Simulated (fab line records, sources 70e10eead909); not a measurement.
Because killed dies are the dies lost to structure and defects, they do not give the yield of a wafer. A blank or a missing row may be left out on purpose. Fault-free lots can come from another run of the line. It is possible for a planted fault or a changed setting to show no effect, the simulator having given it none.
Matching of chambers + flow nand harc + 4 sister chambers for NHARC_A_CHANNEL_FILL_D1_CMP_10 on cmp-01
The step polishes, target thk 150 nm. 18 wafers are shown with their chamber, then 9 later ones without.

## WAFERS PAIRED WITH THEIR CHAMBERS
| wafer  | chamber | time to endpoint s (s) | motor current A (A) |
|--------|---------|------------------------|---------------------|
| L076.2 | 0       | 16.7                   | 12.0                |
| L076.4 | 3       | 11.3                   | 13.6                |
| L076.6 | 0       | 14.8                   | 11.6                |
| L081.1 | 1       | 16.0                   | 11.9                |
| L081.3 | 2       | 11.5                   | 10.9                |
| L081.5 | 3       | 8.7                    | 12.0                |
| L082.2 | 3       | 9.4                    | 12.7                |
| L082.4 | 2       | 9.6                    | 11.4                |
| L082.5 | 0       | 14.6                   | 12.1                |
| L088.1 | 0       | 12.2                   | 11.5                |
| L088.3 | 2       | 10.8                   | 11.3                |
| L088.4 | 1       | 15.9                   | 11.8                |
| L085.2 | 2       | 10.8                   | 11.2                |
| L085.4 | 3       | 9.6                    | 13.4                |
| L085.5 | 3       | 10.9                   | 13.4                |
| L085.1 | 0       | 16.2                   | 11.7                |
| L085.3 | 1       | 19.2                   | 11.5                |
| L085.6 | 2       | 11.9                   | 12.0                |

SIGNATURES (averages over the wafers above)
| reading            | chamber 0 | chamber 1 | chamber 2 | chamber 3 | scatter within a chamber |
|--------------------|-----------|-----------|-----------|-----------|--------------------------|
| time to endpoint s | 14.900    | 17.033    | 10.920    | 9.980     | 1.39                     |
| motor current A    | 11.780    | 11.733    | 11.360    | 13.020    | 0.445                    |
Rule: a wafer lies at a distance from a chamber equal to the root of the sum of squares, over the readings, of (its reading less the chamber's mean, divided by the reading's scatter). The wafer belongs to the nearest chamber; if the next one is less than 2 further off, it can't be placed. How the scatter is found: for the shown wafers, subtract from each reading the mean of its chamber, square and add these, divide the total by (wafers less chambers), then take the root.

## WAFERS WHOSE CHAMBER IS MISSING
| wafer  | time to endpoint s (s) | motor current A (A) |
|--------|------------------------|---------------------|
| L095.1 | 12.7                   | 11.9                |
| L095.3 | 17.4                   | 11.2                |
| L095.5 | 13.7                   | 11.1                |
| L095.2 | 10.7                   | 12.5                |
| L095.4 | 15.9                   | 11.8                |
| L095.6 | 12.2                   | 13.2                |
| L096.1 | 14.9                   | 10.9                |
| L096.2 | 20.2                   | 11.6                |
| L096.3 | 14.6                   | 11.0                |

## EACH ONE'S CHAMBER
| wafer  | from the rows above               | in truth |
|--------|-----------------------------------|----------|
| L095.1 | can't be placed: 0 or 2 or 1 or 3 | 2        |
| L095.3 | can't be placed: 1 or 0           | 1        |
| L095.5 | can't be placed: 0 or 2 or 1      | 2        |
| L095.2 | can't be placed: 3 or 2           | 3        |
| L095.4 | can't be placed: 0 or 1           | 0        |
| L095.6 | 3                                 | 3        |
| L096.1 | can't be placed: 0 or 1 or 2      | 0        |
| L096.2 | can't be placed: 1 or 0           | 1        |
| L096.3 | can't be placed: 0 or 1 or 2      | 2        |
Correctly placed: 1 of 9. Cannot be placed on the basis of these rows: 8; the candidates contain the true chamber in 8. Placed wrongly: 0.
